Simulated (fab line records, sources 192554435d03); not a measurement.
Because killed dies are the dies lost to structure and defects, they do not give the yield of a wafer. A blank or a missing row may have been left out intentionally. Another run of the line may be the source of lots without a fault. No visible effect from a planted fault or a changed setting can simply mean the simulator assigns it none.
fab line records	flow n5-finfet	part 1 of 2: steps 1 to 4 of 6
record: lots: 22	wafers: 66	last-day: 17
route steps=1938 shown BEOL_M10@1505 BEOL_M11@1540
lots that met no fault: from a run of the same line without faults
start-h: the number of hours between the record's first day and the start of the first shown wafer of the lot	wait-h: how many hours have passed since the lot's step before this one	" as in the row above	L1.1+2: a single row standing in for several wafers	- either no value or no given start	* or withheld: withheld	< > ~ a bound
route shown NAME@n: names a module that has steps shown in the file, with the first one's number in the route	usual: mean/standard deviation of fault-free wafers	same: alike in all rows	chamber/n: place in a boat	sites: each site's reading	_std_site: standard deviation of those values	_edge_site: mean of outer sites minus mean of inner sites	radius-mm: for every site, how far away it sits from the centre of the wafer	mask NAME#n: copy n	behind: the most recent tool/chamber to have shaped the wafer	hold: why the lot went on hold/how many hours it stayed there/how the hold came to an end	device: the n, p or np transistor that did not switch	end of line: the route-end tests of the same wafers	where a step has no rows: the recipe by itself	killed: dies lost to structure and defects at the first sort, not the wafer's yield	map: shows each die of a wafer: x if killed, . if not, _ if none is there
set.NAME: the setting the step ran with; set.NAME@STEP: the setting that earlier step ran with	model.NAME: the simulator's own value behind a step, which no gauge read
route steps across a sampled set of lots; one table per step, one row per wafer
services: from which hour (start-h, from the record's first day; less than 0 if before it) a tool's chamber was out of use, for how many hours, and why
== steps ==
step: N5_BEOL_M10_DESCUM_33
recipe: chemistry: O2	time-s: 7.9	source-power-w: 50	bias-power-w: 20	pressure-mtorr: 20	rf-frequency-hz: 2.712e+07	temp-c: 40	resist: CAR-ArF	o2-flow-sccm: 225
usual: drypump-motor-current-A: 5.5/0.44	o2-flow-sccm: 225.0/0.63	oes-product-au: 0.81/0.08	rf-vpp-V: 243.2/1.4	showerhead-plenum-p-Torr: 2.10/0.065	throttle-valve-pct: 20.57/0.26
same: time-s: 7.9
lot.wafer	tool	chamber	start-h	wait-h	drypump-motor-current-A	o2-flow-sccm	oes-product-au	rf-hours-counter-h	rf-vpp-V	showerhead-plenum-p-Torr	throttle-valve-pct
L074.1	rie-diel-04	1	212.50	0.0	4.7	226.3	0.67	243	241.6	2.05	20.64
L074.5	"	0	"	"	5.5	225.3	0.89	-	243.0	2.13	20.54
L074.6	"	1	"	"	4.7	225.5	0.68	-	242.2	2.05	20.64
L075.1	rie-diel-02	0	226.22	0.0	5.6	224.0	0.74	191	243.7	2.09	20.81
L075.2	"	3	"	"	4.9	225.2	0.73	176	243.4	2.09	20.51
L075.4	"	1	"	"	5.4	226.1	0.88	31	240.3	2.04	20.16
L076.4	rie-diel-01	1	233.54	0.0	6.1	226.0	0.76	136	240.5	2.01	20.69
L076.5	"	1	"	"	6.1	225.9	0.76	-	242.4	2.01	20.72
L076.6	"	0	"	"	5.9	224.3	0.94	-	245.3	2.14	20.23
L077.1	rie-diel-04	2	233.58	0.0	5.7	225.7	0.89	38	244.6	2.14	20.71
L077.2	"	3	"	"	5.4	225.2	0.79	107	243.1	2.12	20.63
L077.6	"	0	"	"	5.5	225.3	0.88	-	243.9	2.12	20.55
L078.1	rie-diel-01	3	234.01	0.3	6.2	224.8	0.80	117	245.9	2.20	20.90
L078.4	"	0	"	"	5.9	225.1	0.92	29	243.7	2.13	20.24
L078.6	"	2	"	"	5.6	224.6	0.88	-	244.6	2.22	20.06
L079.4	rie-diel-01	3	242.73	0.0	6.2	225.0	0.80	120	243.9	2.20	20.90
L079.5	"	0	"	"	5.9	225.6	0.92	-	244.1	2.13	20.25
L079.6	"	1	"	"	6.1	224.5	0.75	-	241.6	2.01	20.70
L080.1	rie-diel-02	1	249.48	0.1	5.4	225.3	0.88	38	243.6	2.04	20.21
L080.3	"	2	"	"	5.0	225.2	0.70	202	241.3	1.99	20.82
L080.4	"	3	"	"	4.9	224.2	0.72	184	243.0	2.09	20.55
L081.2	rie-diel-04	0	266.05	0.0	5.5	224.8	0.86	68	243.7	2.12	20.59
L081.4	"	3	"	"	5.4	224.6	0.78	121	242.5	2.11	20.65
L081.6	"	1	"	"	4.7	225.6	0.97	-	243.3	2.05	20.27
L083.1	rie-diel-01	2	266.60	0.4	5.6	225.3	0.85	60	245.0	2.22	20.09
L083.2	"	1	"	"	6.1	225.5	0.74	150	241.2	2.01	20.71
L083.6	"	3	"	"	6.2	223.9	0.78	-	244.7	2.20	20.91
L084.1	rie-diel-02	3	268.10	0.0	4.9	224.6	0.71	190	243.2	2.09	20.52
L084.2	"	0	"	"	5.6	225.9	0.73	205	241.4	2.08	20.81
L084.4	"	2	"	"	5.0	225.4	0.70	208	241.5	1.99	20.84
L088.1	rie-diel-04	0	292.73	0.6	5.5	224.6	0.84	77	244.2	2.11	20.60
L088.2	"	2	"	"	5.7	226.5	0.85	62	243.5	2.13	20.75
L088.3	"	1	"	"	4.8	224.4	0.93	13	242.6	2.05	20.28
L087.3	rie-diel-04	0	293.19	0.7	5.5	224.3	0.85	77	242.9	2.11	20.57
L087.5	"	3	"	"	5.4	224.9	0.76	-	243.3	2.11	20.66
L087.6	"	0	"	"	5.5	223.8	0.84	-	243.7	2.11	20.58
L086.1	rie-diel-01	0	293.47	0.7	5.9	225.0	0.89	55	244.3	2.13	20.28
L086.3	"	3	"	"	6.2	225.5	0.77	139	244.5	2.19	20.93
L086.4	"	1	"	"	6.1	226.2	0.73	-	243.0	2.00	20.76
L090.1	rie-diel-04	1	313.74	0.0	4.7	224.8	0.92	20	243.1	2.04	20.28
L090.2	"	0	"	"	5.5	225.6	0.84	84	243.6	2.11	20.59
L090.5	"	1	"	"	4.7	224.9	0.91	-	243.6	2.04	20.29
L089.1	rie-diel-01	0	313.91	0.0	5.9	224.7	0.88	61	244.3	2.12	20.29
L089.4	"	3	"	"	6.2	223.8	0.77	147	245.5	2.19	20.96
L089.6	"	2	"	"	5.6	225.2	0.84	-	246.0	2.21	20.10
L091.3	rie-diel-04	3	319.54	0.0	5.4	223.0	0.75	139	244.8	2.11	20.66
L091.4	"	1	"	"	4.7	225.5	0.90	22	242.4	2.04	20.29
L091.6	"	0	"	"	5.5	225.6	0.84	-	244.0	2.11	20.60
L093.1	rie-diel-02	3	325.72	0.0	4.9	226.5	0.70	211	241.5	2.08	20.57
L093.4	"	1	"	"	5.4	225.0	0.84	64	244.5	2.03	20.24
L093.6	"	0	"	"	5.6	224.7	0.71	-	242.2	2.08	20.87
L092.1	rie-diel-01	3	331.90	0.1	6.2	225.6	0.76	155	244.1	2.19	20.96
L092.3	"	0	"	"	5.9	225.9	0.87	62	245.0	2.12	20.30
L092.6	"	0	"	"	5.9	225.1	0.88	-	243.3	2.12	20.30
L094.1	rie-diel-04	3	335.03	0.0	5.4	224.9	0.76	143	242.5	2.11	20.67
L094.2	"	1	"	"	4.8	224.0	0.90	27	242.2	2.04	20.30
L094.3	"	2	"	"	5.7	224.8	0.84	75	243.4	2.12	20.78
L095.2	rie-diel-01	0	340.65	0.0	5.9	225.1	0.88	65	243.6	2.12	20.29
L095.3	"	1	"	"	6.0	225.8	0.71	181	241.3	1.99	20.77
L095.6	"	1	"	"	6.1	225.9	0.71	-	243.0	2.00	20.76
L097.3	rie-diel-02	0	348.38	0.0	5.7	225.2	0.71	235	243.7	2.07	20.88
L097.4	"	3	"	"	4.9	224.7	0.69	220	241.8	2.08	20.59
L097.6	"	3	"	"	4.9	225.5	0.69	-	242.9	2.08	20.59
L096.1	rie-diel-02	3	360.51	0.0	5.0	225.3	0.69	224	243.9	2.08	20.59
L096.3	"	0	"	"	5.6	224.8	0.70	238	243.1	2.07	20.90
L096.5	"	3	"	"	4.9	225.7	0.69	-	242.5	2.08	20.59
step: N5_BEOL_M11_HM_DEP_02
recipe: material: TiN	target-thk-a: 200	temp-c: 25	chamber-pressure-pa: 0.49996
usual: throttle-valve-pct: 29.5/0.71
lot.wafer	tool	chamber	start-h	wait-h	throttle-valve-pct
L074.1	pvd-sputter-03	-	218.84	1.9	29.2
L074.5	"	-	"	"	29.2
L074.6	"	-	"	"	29.6
L075.1	pvd-sputter-01	-	231.29	0.9	31.3
L075.2	"	-	"	"	28.9
L075.4	"	-	"	"	29.4
L076.4	pvd-sputter-03	-	239.11	1.9	29.1
L076.5	"	-	"	"	30.4
L076.6	"	-	"	"	29.1
L077.1	pvd-sputter-03	-	239.49	2.0	28.9
L077.2	"	-	"	"	29.3
L077.6	"	-	"	"	30.2
L078.1	pvd-sputter-03	-	239.59	1.2	29.5
L078.4	"	-	"	"	30.4
L078.6	"	-	"	"	29.2
L079.4	pvd-sputter-02	-	247.44	0.4	29.1
L079.5	"	-	"	"	29.9
L079.6	"	-	"	"	29.7
L080.1	pvd-sputter-03	-	255.69	0.3	30.5
L080.3	"	-	"	"	29.5
L080.4	"	-	"	"	29.2
L081.2	pvd-sputter-03	-	271.71	1.2	30.4
L081.4	"	-	"	"	29.7
L081.6	"	-	"	"	29.2
L083.1	pvd-sputter-03	-	271.81	1.1	29.2
L083.2	"	-	"	"	29.3
L083.6	"	-	"	"	29.3
L084.1	pvd-sputter-03	-	272.85	0.7	29.2
L084.2	"	-	"	"	30.1
L084.4	"	-	"	"	29.3
L088.1	pvd-sputter-03	-	298.73	1.4	29.3
L088.2	"	-	"	"	30.1
L088.3	"	-	"	"	29.0
L086.1	pvd-sputter-03	-	298.97	1.3	29.2
L086.3	"	-	"	"	29.2
L086.4	"	-	"	"	30.4
L087.3	pvd-sputter-03	-	299.07	1.2	29.1
L087.5	"	-	"	"	29.1
L087.6	"	-	"	"	29.4
L090.1	pvd-sputter-02	-	319.82	2.4	29.2
L090.2	"	-	"	"	29.7
L090.5	"	-	"	"	29.5
L089.1	pvd-sputter-02	-	320.12	2.1	29.8
L089.4	"	-	"	"	29.0
L089.6	"	-	"	"	30.0
L091.3	pvd-sputter-01	-	326.28	1.2	28.7
L091.4	"	-	"	"	28.3
L091.6	"	-	"	"	29.0
L093.1	pvd-sputter-03	-	329.77	0.2	30.2
L093.4	"	-	"	"	29.1
L093.6	"	-	"	"	29.2
L092.1	pvd-sputter-01	-	337.46	0.6	28.8
L092.3	"	-	"	"	27.9
L092.6	"	-	"	"	27.9
L094.1	pvd-sputter-02	-	340.08	0.7	29.5
L094.2	"	-	"	"	30.0
L094.3	"	-	"	"	28.9
L095.2	pvd-sputter-01	-	345.09	0.8	28.0
L095.3	"	-	"	"	31.6
L095.6	"	-	"	"	28.8
L097.3	pvd-sputter-02	-	357.81	3.9	29.1
L097.4	"	-	"	"	29.1
L097.6	"	-	"	"	29.4
L096.1	pvd-sputter-02	-	365.95	0.2	29.8
L096.3	"	-	"	"	29.5
L096.5	"	-	"	"	29.1
step: N5_BEOL_M11_DESCUM_16
recipe: chemistry: O2	time-s: 7.9	source-power-w: 50	bias-power-w: 20	pressure-mtorr: 20	rf-frequency-hz: 2.712e+07	temp-c: 40	resist: CAR-ArF	o2-flow-sccm: 225
usual: drypump-motor-current-A: 5.5/0.48	o2-flow-sccm: 224.9/0.72	oes-product-au: 0.79/0.086	rf-vpp-V: 243.2/1.3	showerhead-plenum-p-Torr: 2.10/0.067	throttle-valve-pct: 20.43/0.23
same: time-s: 7.9
lot.wafer	tool	chamber	start-h	wait-h	drypump-motor-current-A	o2-flow-sccm	oes-product-au	rf-hours-counter-h	rf-vpp-V	showerhead-plenum-p-Torr	throttle-valve-pct
L074.1	rie-diel-03	1	219.60	0.2	5.2	224.6	0.69	215	245.0	2.15	20.41
L074.5	"	1	"	"	5.2	224.8	0.70	-	244.2	2.15	20.39
L074.6	"	0	"	"	5.3	225.0	0.70	-	243.3	2.16	20.44
L075.1	rie-diel-05	1	231.82	0.1	5.6	223.8	0.93	9	245.7	2.23	20.44
L075.2	"	0	"	"	5.3	225.9	0.75	174	242.6	2.07	20.15
L075.4	"	1	"	"	5.6	224.4	0.93	-	245.5	2.23	20.44
L076.4	rie-diel-05	2	239.70	0.0	6.0	226.1	1.01	1	243.2	2.05	20.40
L076.5	"	2	"	"	6.0	226.1	1.00	-	242.9	2.05	20.41
L076.6	"	3	"	"	5.4	224.5	0.73	-	244.9	2.17	20.43
L077.1	rie-diel-03	1	239.95	0.0	5.2	224.8	0.70	223	243.3	2.15	20.42
L077.2	"	0	"	"	5.3	225.0	0.70	212	243.1	2.16	20.46
L077.6	"	2	"	"	4.8	224.3	0.91	-	242.3	2.05	19.90
L078.1	rie-diel-06	1	240.05	0.0	5.3	224.3	0.85	79	243.7	2.12	20.51
L078.4	"	2	"	"	5.7	224.7	0.73	159	241.9	2.00	20.81
L078.6	"	2	"	"	5.7	225.3	0.73	-	241.5	2.00	20.82
L079.4	rie-diel-05	0	248.15	0.2	5.3	225.2	0.75	-	242.5	2.07	20.17
L079.5	"	1	"	"	5.6	226.2	0.91	-	244.5	2.23	20.45
L079.6	"	2	"	"	6.0	224.8	0.97	-	242.6	2.05	20.40
L080.1	rie-diel-06	1	256.15	0.0	5.3	224.6	0.84	84	243.7	2.12	20.51
L080.3	"	3	"	"	6.8	225.5	0.85	63	243.8	2.12	20.19
L080.4	"	0	"	"	5.5	225.6	0.74	174	242.8	2.00	20.70
L081.2	rie-diel-06	1	272.30	0.0	5.3	225.5	0.83	90	243.0	2.11	20.52
L081.4	"	3	"	"	6.8	225.4	0.84	68	243.6	2.12	20.20
L081.6	"	1	"	"	5.3	225.5	0.83	-	242.8	2.11	20.53
L083.1	rie-diel-03	2	272.46	0.0	4.8	224.3	0.88	25	242.5	2.05	19.94
L083.2	"	0	"	"	5.3	224.0	0.68	223	245.5	2.15	20.48
L083.6	"	3	"	"	5.1	224.2	0.81	-	243.5	2.10	20.31
L084.1	rie-diel-03	2	273.31	0.0	4.8	224.5	0.89	26	241.5	2.05	19.92
L084.2	"	0	"	"	5.3	225.1	0.68	223	243.0	2.15	20.47
L084.4	"	3	"	"	5.1	225.2	0.81	115	242.7	2.10	20.31
L088.1	rie-diel-03	1	299.32	0.0	5.2	224.2	0.67	238	244.1	2.14	20.44
L088.2	"	2	"	"	4.8	226.4	0.87	34	241.8	2.05	19.93
L088.3	"	0	"	"	5.4	224.4	0.68	230	245.3	2.15	20.49
L086.1	rie-diel-03	0	299.57	0.0	5.3	224.8	0.69	231	244.3	2.15	20.49
L086.3	"	3	"	"	5.1	225.7	0.81	123	242.8	2.10	20.31
L086.4	"	1	"	"	5.2	224.7	0.67	238	244.0	2.14	20.45
L087.3	rie-diel-06	3	299.73	0.0	6.8	223.6	0.83	78	243.1	2.11	20.21
L087.5	"	2	"	"	5.7	225.7	0.72	-	242.1	2.00	20.85
L087.6	"	3	"	"	6.7	223.5	0.83	-	244.4	2.11	20.20
L090.1	rie-diel-05	0	320.65	0.3	5.3	224.3	0.73	204	243.4	2.06	20.21
L090.2	"	3	"	"	5.4	224.9	0.70	214	244.2	2.17	20.48
L090.5	"	1	"	"	5.6	225.5	0.86	-	244.2	2.22	20.48
L089.1	rie-diel-06	3	320.70	0.0	6.8	225.0	0.82	84	244.9	2.11	20.22
L089.4	"	2	"	"	5.7	223.7	0.71	185	242.9	1.99	20.88
L089.6	"	3	"	"	6.8	224.1	0.82	-	243.1	2.11	20.22
L091.3	rie-diel-06	0	326.88	0.0	5.5	224.3	0.73	197	241.7	1.99	20.74
L091.4	"	3	"	"	6.8	226.0	0.82	86	243.8	2.11	20.23
L091.6	"	1	"	"	5.3	225.6	0.81	-	243.5	2.11	20.56
L093.1	rie-diel-03	0	330.36	0.0	5.4	225.2	0.67	239	243.3	2.15	20.49
L093.4	"	2	"	"	4.8	225.2	0.86	42	242.2	2.04	19.93
L093.6	"	3	"	"	5.1	225.4	0.78	-	244.5	2.10	20.33
L092.1	rie-diel-06	2	338.05	0.0	5.7	224.8	0.72	190	241.0	1.99	20.87
L092.3	"	0	"	"	5.5	225.2	0.73	200	242.2	1.99	20.74
L092.6	"	3	"	"	6.7	225.4	0.82	-	244.3	2.11	20.22
L094.1	rie-diel-03	0	340.67	0.0	5.3	223.5	0.67	243	242.9	2.15	20.52
L094.2	"	2	"	"	4.8	225.1	0.85	45	242.4	2.04	19.96
L094.3	"	3	"	"	5.1	224.2	0.78	135	243.8	2.09	20.34
L095.2	rie-diel-05	0	345.58	0.1	5.3	225.1	0.71	211	242.1	2.06	20.22
L095.3	"	2	"	"	6.0	225.3	0.89	33	241.7	2.04	20.45
L095.6	"	2	"	"	6.0	224.1	0.89	-	242.1	2.04	20.46
L097.3	rie-diel-05	2	358.28	0.0	6.0	226.1	0.89	37	241.3	2.04	20.45
L097.4	"	0	"	"	5.3	225.9	0.72	214	242.1	2.06	20.22
L097.6	"	0	"	"	5.3	225.0	0.72	-	241.5	2.06	20.21
L096.1	rie-diel-05	1	366.71	0.2	5.6	225.1	0.85	51	245.3	2.21	20.50
L096.3	"	0	"	"	5.3	225.6	0.73	217	241.5	2.06	20.23
L096.5	"	1	"	"	5.6	226.0	0.85	-	244.9	2.21	20.50
step: N5_BEOL_M11_OVL_MEAS_29
recipe: points-per-wafer: 44
usual: V10_OVL: 0.3/0.64
lot.wafer	tool	chamber	start-h	wait-h	V10_OVL[nm]
L074.1	overlay-02	0	220.65	0.0	0.5
L074.5	"	0	"	"	1.1
L074.6	"	0	"	"	0.5
L075.1	overlay-01	0	233.49	0.0	0.2
L075.2	"	0	"	"	-0.9
L075.4	"	0	"	"	-1.1
L077.1	overlay-01	0	242.49	0.0	-0.7
L077.2	"	0	"	"	0.7
L077.6	"	0	"	"	0.6
L078.1	overlay-01	0	242.67	0.0	0.2
L078.4	"	0	"	"	0.3
L078.6	"	0	"	"	-0.6
L076.4	overlay-01	0	242.71	0.0	0.1
L076.5	"	0	"	"	0.1
L076.6	"	0	"	"	-0.7
L079.4	overlay-02	0	248.91	0.0	0.8
L079.5	"	0	"	"	0.0
L079.6	"	0	"	"	0.1
L080.1	overlay-01	0	258.13	0.0	-0.2
L080.3	"	0	"	"	-0.1
L080.4	"	0	"	"	-0.6
L081.2	overlay-02	0	274.31	0.0	0.1
L081.4	"	0	"	"	0.7
L081.6	"	0	"	"	0.4
L083.1	overlay-02	0	274.48	0.0	0.4
L083.2	"	0	"	"	0.3
L083.6	"	0	"	"	0.3
L084.1	overlay-01	0	274.64	0.0	0.7
L084.2	"	0	"	"	0.4
L084.4	"	0	"	"	0.9
L088.1	overlay-02	0	301.53	0.0	0.2
L088.2	"	0	"	"	-0.3
L088.3	"	0	"	"	0.4
L087.3	overlay-02	0	301.70	0.0	0.5
L087.5	"	0	"	"	1.5
L087.6	"	0	"	"	-0.4
L086.1	overlay-02	0	301.86	0.0	0.4
L086.3	"	0	"	"	-0.2
L086.4	"	0	"	"	1.8
L090.1	overlay-01	0	322.74	0.0	0.0
L090.2	"	0	"	"	-0.2
L090.5	"	0	"	"	0.0
L089.1	overlay-01	0	322.91	0.0	0.6
L089.4	"	0	"	"	0.9
L089.6	"	0	"	"	0.9
L091.3	overlay-02	0	327.93	0.0	-0.3
L091.4	"	0	"	"	0.8
L091.6	"	0	"	"	0.5
L093.1	overlay-02	0	331.94	0.0	0.1
L093.4	"	0	"	"	-0.3
L093.6	"	0	"	"	1.0
L092.1	overlay-01	0	338.94	0.0	0.6
L092.3	"	0	"	"	1.0
L092.6	"	0	"	"	0.0
L094.1	overlay-01	0	341.78	0.0	0.8
L094.2	"	0	"	"	0.5
L094.3	"	0	"	"	1.6
L095.2	overlay-01	0	348.29	0.0	1.0
L095.3	"	0	"	"	-1.3
L095.6	"	0	"	"	0.8
L097.3	overlay-01	0	360.45	0.0	-0.8
L097.4	"	0	"	"	-0.2
L097.6	"	0	"	"	0.1
L096.1	overlay-01	0	368.89	0.0	-0.2
L096.3	"	0	"	"	-0.5
L096.5	"	0	"	"	-0.6
